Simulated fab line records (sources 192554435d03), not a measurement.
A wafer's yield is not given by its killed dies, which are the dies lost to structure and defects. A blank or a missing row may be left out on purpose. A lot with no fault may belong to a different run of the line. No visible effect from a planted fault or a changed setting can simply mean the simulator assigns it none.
Which tool is to blame?    flow n5_finfet    8 lots, 24 wafers sampled, at 6 steps of a route of 1938

WHAT THE GAUGES SHOWED, per wafer
N5_HKMG_FIN_THK_MEAS_70: measures by xrf. Usual: HK_THK typically reads 1.589 nm, with standard deviation 0.022.
lot   measured     on             HK_THK (nm)        flag
L972  day 4 07:57  film_metro-01  1.603 1.613 1.590  
L973  day 4 15:43  film_metro-02  1.606 1.612 1.608  
L975  day 5 01:28  film_metro-01  1.601 1.574 1.592  
L978  day 5 21:04  film_metro-01  1.579 1.580 1.572  
L980  day 6 10:03  film_metro-02  1.578 1.640 1.597  
L982  day 6 22:53  film_metro-02  1.585 1.656 1.620  
L990  day 8 22:35  film_metro-02  1.033 1.587 1.585  OFF
L993  day 9 17:26  film_metro-02  1.607 1.614 1.566  

N5_BEOL_M4_RC_MEAS_101. Usual: DIBL_N 36.3 mV/V, standard deviation 1.8; DIBL_P 36.5 mV/V, standard deviation 2.1; EOT_N 10.52, standard deviation 0.096; EOT_P 10.48, standard deviation 0.093; IGATE_N 0.0128 nA/um, standard deviation 0.0021; IGATE_P 0.0038 nA/um, standard deviation 0.00061; IOFF_N 0.16 nA/um, standard deviation 0.031; IOFF_P 0.22 nA/um, standard deviation 0.038; ION_N 677 uA/um, standard deviation 12; ION_P 466 uA/um, standard deviation 7.8; SS_N 71.5 mV/dec, standard deviation 0.61; SS_P 73.2 mV/dec, standard deviation 0.7; VT_N 249 mV, standard deviation 3; VT_P -248.9 mV, standard deviation 3.
lot   measured      on         DIBL_N (mV/V)   DIBL_P (mV/V)   EOT_N              EOT_P              IGATE_N (nA/um)       IGATE_P (nA/um)       IOFF_N (nA/um)  IOFF_P (nA/um)  ION_N (uA/um)  ION_P (uA/um)  SS_N (mV/dec)   SS_P (mV/dec)   VT_N (mV)    VT_P (mV)             flag
L972  day 8 17:48   prober-02  32.9 38.3 37.4  32.6 39.2 38.4  10.55 10.64 10.37  10.49 10.62 10.39  0.0109 0.0090 0.0145  0.0032 0.0026 0.0042  0.10 0.17 0.18  0.14 0.22 0.21  663 668 686    462 453 469    70.6 72.1 71.9  72.1 73.9 72.8  254 249 249  -253.9 -248.2 -249.4  
L973  day 9 08:14   prober-02  38.2 36.2 39.2  38.6 36.3 38.9  10.50 10.65 10.47  10.44 10.53 10.56  0.0124 0.0098 0.0118  0.0037 0.0030 0.0036  0.20 0.17 0.22  0.24 0.20 0.27  693 688 691    464 462 466    72.0 71.4 72.4  73.6 72.0 73.8  247 250 244  -246.9 -250.2 -246.2  
L975  day 9 15:04   prober-02  38.6 36.0 37.0  37.6 36.0 36.9  10.32 10.35 10.39  10.40 10.32 10.35  0.0157 0.0178 0.0161  0.0047 0.0053 0.0048  0.19 0.16 0.17  0.25 0.23 0.23  681 691 694    468 473 472    71.4 71.2 70.9  74.4 73.8 73.6  248 247 248  -248.4 -246.6 -249.9  
L978  day 10 01:01  prober-02  35.5 34.6 39.3  37.0 35.8 42.0  10.57 10.58 10.55  10.56 10.61 10.52  0.0136 0.0112 0.0136  0.0040 0.0033 0.0041  0.17 0.15 0.28  0.27 0.24 0.38  689 687 708    478 480 488    71.1 71.0 72.2  73.5 72.2 73.6  246 249 238  -243.1 -246.4 -240.6  
L980  day 10 18:19  prober-02  34.3 34.2 34.7  34.6 35.0 35.8  10.50 10.44 10.53  10.50 10.41 10.60  0.0123 0.0149 0.0101  0.0037 0.0044 0.0030  0.14 0.15 0.14  0.21 0.21 0.21  661 677 662    460 472 460    71.6 71.1 72.2  73.9 73.3 73.0  251 250 252  -247.7 -246.4 -247.3  
L982  day 11 08:43  prober-02  35.6 35.2 36.9  34.6 34.5 36.5  10.73 10.47 10.67  10.56 10.54 10.63  0.0096 0.0122 0.0096  0.0029 0.0037 0.0029  0.15 0.15 0.18  0.21 0.21 0.25  664 675 675    460 466 463    70.8 70.6 71.5  72.6 73.3 73.8  251 250 248  -247.7 -248.2 -245.0  
L990  day 12 20:28  prober-01  35.4 38.1 37.2  35.0 39.2 37.7  9.48 10.48 10.62   9.45 10.58 10.57   0.6274 0.0127 0.0115  0.1957 0.0040 0.0036  0.14 0.18 0.17  0.18 0.24 0.21  683 680 685    467 475 466    71.2 72.4 71.8  73.9 73.8 73.5  251 248 246  -253.3 -251.5 -250.0  OFF
L993  day 14 04:28  prober-01  36.1 36.2 36.2  36.8 36.5 37.3  10.53 10.46 10.44  10.40 10.51 10.43  0.0126 0.0140 0.0145  0.0038 0.0042 0.0043  0.17 0.16 0.16  0.23 0.23 0.25  682 682 683    469 475 467    71.8 71.7 71.4  73.2 72.9 73.1  248 248 249  -249.1 -246.7 -244.5  

WHAT TOOL EACH LOT RAN ON (gives the tool, then ch and the chambers of the sampled wafers, and finally the start)
lot   N5_SDB_DESCUM_16                   N5_SDB_CUT_ETCH_26               N5_DUMMY_REMOVAL_STRIP_10          N5_HKMG_FIN_HK_ALD_01
L972  rie_diel-05 ch 1,2, day 4 00:11    rie_si-06 ch 1,2, day 4 00:48    rie_diel-03 ch 0,1,3, day 4 04:07  ald_hk-01 ch 1,2,3, day 4 04:38
L973  rie_diel-01 ch 0,1,3, day 4 06:49  rie_si-06 ch 0,1,3, day 4 07:50  rie_diel-04 ch 1,2, day 4 11:16    ald_hk-01 ch 0,2,3, day 4 11:47
L975  rie_diel-01 ch 1,3, day 4 17:09    rie_si-06 ch 2,3, day 4 17:46    rie_diel-04 ch 1,2,3, day 4 21:25  ald_hk-02 ch 1,2, day 4 21:56
L978  rie_diel-05 ch 0,1,3, day 5 12:31  rie_si-01 ch 0,1,2, day 5 13:07  rie_diel-03 ch 1,3, day 5 16:54    ald_hk-01 ch 0,2,3, day 5 17:25
L980  rie_diel-02 ch 0,2,3, day 6 02:05  rie_si-01 ch 0,2,3, day 6 02:41  rie_diel-04 ch 0,2,3, day 6 06:00  ald_hk-03 ch 0,1,2, day 6 06:33
L982  rie_diel-02 ch 0,2, day 6 14:32    rie_si-01 ch 0,1, day 6 15:22    rie_diel-03 ch 0,1,3, day 6 18:41  ald_hk-01 ch 0,2, day 6 19:14
L990  rie_diel-02 ch 2,3, day 8 14:05    rie_si-01 ch 0,1,2, day 8 15:10  rie_diel-04 ch 0,1, day 8 18:40    ald_hk-01 ch 0,1,2, day 8 19:11
L993  rie_diel-01 ch 0,3, day 9 09:29    rie_si-01 ch 0,2, day 9 10:05    rie_diel-04 ch 0,1,2, day 9 13:26  ald_hk-02 ch 2,3, day 9 13:58
- N5_SDB_DESCUM_16: chemistry O2, time 7.9 s.
- N5_SDB_CUT_ETCH_26: etches Si in HBr/Cl2/O2, target depth 129.6 nm, bt time 20 s, time 51.8 s.
- N5_DUMMY_REMOVAL_STRIP_10: strips in N2/H2, time 40 s.
- N5_HKMG_FIN_HK_ALD_01: deposits HfO2, target thk 1.6 nm, pulse time 3 s, purge time 3 s.

AS READ BY THE TOOLS THEMSELVES (means over the sampled wafers that have a number; for cases with no such wafer, the mark the record gives instead)
N5_SDB_DESCUM_16. Usual: chamber_pressure_mTorr 20.002 mTorr, standard deviation 0.019; drypump_motor_current_A 5.9 A, standard deviation 0.56; oes_product_au 0.79 a.u., standard deviation 0.086; rf_vpp_V 243.5 V, standard deviation 1.5; showerhead_plenum_p_Torr 2.12 Torr, standard deviation 0.082; throttle_valve_pct 20.32 %, standard deviation 0.27.
lot   tool         chamber_pressure_mTorr (mTorr)  drypump_motor_current_A (A)  oes_product_au (a.u.)  rf_vpp_V (V)  showerhead_plenum_p_Torr (Torr)  throttle_valve_pct (%)  flag
L972  rie_diel-05  20.014                          5.9                          0.75                   243.5         2.14                             20.38                   
L973  rie_diel-01  19.993                          6.0                          0.84                   243.0         2.11                             20.26                   
L975  rie_diel-01  20.002                          5.4                          0.88                   244.1         2.09                             20.09                   
L978  rie_diel-05  19.994                          6.1                          0.72                   242.5         2.08                             20.37                   
L980  rie_diel-02  20.011                          6.0                          0.84                   243.6         2.17                             20.30                   
L982  rie_diel-02  20.006                          5.9                          0.79                   244.0         2.13                             20.24                   
L990  rie_diel-02  20.007                          5.8                          0.84                   244.1         2.15                             20.42                   
L993  rie_diel-01  19.994                          6.2                          0.76                   243.1         2.06                             20.34                   

N5_SDB_CUT_ETCH_26. Usual: chamber_pressure_mTorr 10.001 mTorr, standard deviation 0.009; drypump_motor_current_A 5.5 A, standard deviation 0.37; oes_o_777_au 1.014 a.u., standard deviation 0.022; oes_product_au 1.002 a.u., standard deviation 0.015; throttle_valve_pct 37.1 %, standard deviation 0.35.
lot   tool       chamber_pressure_mTorr (mTorr)  drypump_motor_current_A (A)  oes_o_777_au (a.u.)  oes_product_au (a.u.)  throttle_valve_pct (%)  flag
L972  rie_si-06  9.995                           5.4                          1.021                0.993                  36.7                    
L973  rie_si-06  10.003                          5.5                          1.021                1.008                  37.1                    
L975  rie_si-06  10.004                          6.0                          1.028                1.025                  37.4                    
L978  rie_si-01  9.999                           5.6                          1.013                0.998                  36.9                    
L980  rie_si-01  9.992                           5.6                          1.017                1.001                  37.2                    
L982  rie_si-01  9.990                           5.5                          1.001                0.981                  36.8                    
L990  rie_si-01  9.996                           5.6                          1.012                0.999                  36.9                    
L993  rie_si-01  10.006                          5.8                          1.004                1.004                  37.0                    

N5_DUMMY_REMOVAL_STRIP_10. Usual: chamber_pressure_mTorr 100.02 mTorr, standard deviation 0.12; drypump_motor_current_A 5.9 A, standard deviation 0.42; oes_product_au 0.76 a.u., standard deviation 0.061; rf_vpp_V 45.4 V, standard deviation 0.87; showerhead_plenum_p_Torr 3.44 Torr, standard deviation 0.085; throttle_valve_pct 12.28 %, standard deviation 0.29.
lot   tool         chamber_pressure_mTorr (mTorr)  drypump_motor_current_A (A)  oes_product_au (a.u.)  rf_vpp_V (V)  showerhead_plenum_p_Torr (Torr)  throttle_valve_pct (%)  flag
L972  rie_diel-03  99.97                           6.1                          0.72                   44.9          3.49                             12.39                   
L973  rie_diel-04  100.02                          6.3                          0.75                   45.0          3.51                             12.21                   
L975  rie_diel-04  99.94                           6.1                          0.74                   45.4          3.51                             12.37                   
L978  rie_diel-03  99.91                           5.9                          0.71                   45.7          3.50                             12.35                   
L980  rie_diel-04  100.08                          6.0                          0.78                   45.8          3.48                             12.30                   
L982  rie_diel-03  100.03                          6.1                          0.70                   45.7          3.48                             12.44                   
L990  rie_diel-04  100.00                          6.3                          0.78                   45.0          3.48                             12.02                   
L993  rie_diel-04  100.00                          6.3                          0.75                   45.2          3.47                             12.22                   

N5_HKMG_FIN_HK_ALD_01. Usual: precursor_pulse_height_rel reads 1.001 (standard deviation 0.019).
lot   tool       precursor_pulse_height_rel  flag
L972  ald_hk-01  1.001                       
L973  ald_hk-01  0.992                       
L975  ald_hk-02  0.996                       
L978  ald_hk-01  1.002                       
L980  ald_hk-03  0.979                       
L982  ald_hk-01  1.017                       
L990  ald_hk-01  0.997                       
L993  ald_hk-02  0.998                       

THE ANSWER, worked out from the rows above alone
Rule: lot off if the mean of its wafers having a number is beyond 3 standard deviations from the usual mean. Also off: a lot with no number at a reading for which 4 or more lots have one. Where the step has rows for the other lots, those lots are counted as sound. Order of review: gauges by route order, followed by the tools' own readings, for which a lot's mean as printed above is used. The first step at which some lot is off is used, and at that step the reading that is off furthest; a lot without a number counts as furthest.
Off: at N5_HKMG_FIN_THK_MEAS_70 (HK_THK), L990.
A tool fits if, at a process step before that reading, it ran every lot that is off, and no sound lot after the first of them. Not tried: the gauges at N5_HKMG_FIN_THK_MEAS_70; whatever is off there is also off at N5_BEOL_M4_RC_MEAS_101, on other tools, and gauge error can't account for it. This does not decide it: 2 tools fit, namely rie_diel-02 at N5_SDB_DESCUM_16 and ald_hk-01 at N5_HKMG_FIN_HK_ALD_01.

WHAT THE SIMULATOR PUT IN
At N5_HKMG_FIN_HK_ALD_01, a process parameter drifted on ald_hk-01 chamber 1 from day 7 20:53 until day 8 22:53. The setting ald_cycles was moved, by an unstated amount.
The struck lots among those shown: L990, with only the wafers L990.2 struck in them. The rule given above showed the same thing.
